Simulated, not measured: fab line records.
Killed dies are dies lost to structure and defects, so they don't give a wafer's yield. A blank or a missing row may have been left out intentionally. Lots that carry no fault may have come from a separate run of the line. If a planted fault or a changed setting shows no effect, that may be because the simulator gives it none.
A struck lot beside a sound one -- flow nand-harc -- 15 out of 1302 route steps
Sound: these wafers, L263.1, L263.3, L263.6. Wafers struck: L271.3, L271.5, L271.6. At the end, the cause is stated.
For every step that has rows: the tool of each side, followed by ch and its chambers, followed by its first start. Under that, the readings that differ: sound wafers -- struck wafers -- difference of the means -- sigmas: that difference in standard deviations of wafers without a fault.
alike: a reading whose means differ by less than 2 such deviations, as well as words and numbers matching on both sides. not compared: withheld readings; readings where some wafer has no value; bounds like >300 that might hide an equal value; numbers whose values overlap and for which the record gives no deviation.
Wherever a step has rows on one side only, a row that says differs or no value, or a row with sigmas, the two part there. Numbers that don't overlap but have no deviation are shown without sigmas and don't part them. A reading missing from all wafers of one side parts the sides only when that side holds two or more wafers.

first, 1 step without rows for these wafers: NHARC_P_M0_DESCUM_14 (chemistry O2, time 3 s).
NHARC_P_M0_ETCH_34: etches the open film in N2/H2, target depth 40 nm, overetch 12 nm, time 43.94 s.
  sound on rie-diel-02 ch 0,1,3, day 5 20:42; struck on rie-diel-01 ch 0,3, day 9 09:19
  alike: drypump-motor-current-A, oes-product-au, rf-vpp-V, showerhead-plenum-p-Torr, throttle-valve-pct
  not compared: rf-hours-counter-h
NHARC_P_M0_ETCH_15: etches the open film in C4F8/Ar, target depth 150 nm, overetch 15 nm, time 82.5 s.
  sound on rie-diel-02 ch 0,1,2; struck on rie-diel-01 ch 1,2
  alike: oes-product-au, rf-vpp-V
NHARC_P_M0_CD_MEAS_16:
  sound on cd-sem-03 at day 5 20:54; struck on cd-sem-02 at day 9 09:32
  alike: cd-nm
then, 2 steps without rows for these wafers: NHARC_P_M0_STRIP_18 (strips in N2/H2); NHARC_P_M0_STRIP_19 (strips in post etch residue remover, time 600 s).
NHARC_P_M0_DEGAS_28: time 60 s.
  sound on pvd-sputter-01 at day 5 21:35; struck on pvd-sputter-03 at day 9 10:12
  alike: heater-power-w
then, 2 steps without rows for these wafers: NHARC_P_M0_PRE_CLEAN_29 (time 30 s); NHARC_P_M0_PVD_20 (deposits TaN, target thk 5 nm, time 8.06 s).
NHARC_P_M0_PVD_21: deposits Cu, target thk 30 nm, time 20.49 s.
  sound on pvd-sputter-01; struck on pvd-sputter-03
  alike: chamber-pressure-pa, throttle-valve-pct
then, 1 step without rows for these wafers: NHARC_P_M0_ECD_22 (material Cu, target thk 400 nm).
NHARC_P_M0_ANNEAL_30: time 90 s.
  sound on rtp-anneal-01 ch 0, day 5 22:19; struck on rtp-anneal-02 ch 0, day 9 11:01
  alike: wafer_temp_C_max
NHARC_P_M0_CMP_23: polishes, t overpolish 20 s, target thk 117.54 nm.
  sound on cmp-04 ch 0,2,3, day 5 22:43; struck on cmp-04 ch 1,2, day 9 11:16
  no value came back on the struck wafers for edge-zone-pressure-frac, motor-current-A (A), time-to-endpoint-s (s); on the sound wafers edge-zone-pressure-frac reads 1.000 1.001 0.995
NHARC_P_M0_THK_MEAS_24: measures by xrf.
  sound on film-metro-02 at day 5 22:58; struck on film-metro-01 at day 9 11:45
reading,sound,struck,difference,sigmas
thk-nm (nm),115.1 115.6 115.9,398.6 394.2 395.1,+280.4,+99 or more
  not compared: hold
following that, these wafers have no rows for 1 step: NHARC_END_SORT_01.

## WHERE THEY PART
Last at NHARC_P_M0_THK_MEAS_24 as far as this record goes, first at NHARC_P_M0_CMP_23.

WHY: what had been put in by the simulator
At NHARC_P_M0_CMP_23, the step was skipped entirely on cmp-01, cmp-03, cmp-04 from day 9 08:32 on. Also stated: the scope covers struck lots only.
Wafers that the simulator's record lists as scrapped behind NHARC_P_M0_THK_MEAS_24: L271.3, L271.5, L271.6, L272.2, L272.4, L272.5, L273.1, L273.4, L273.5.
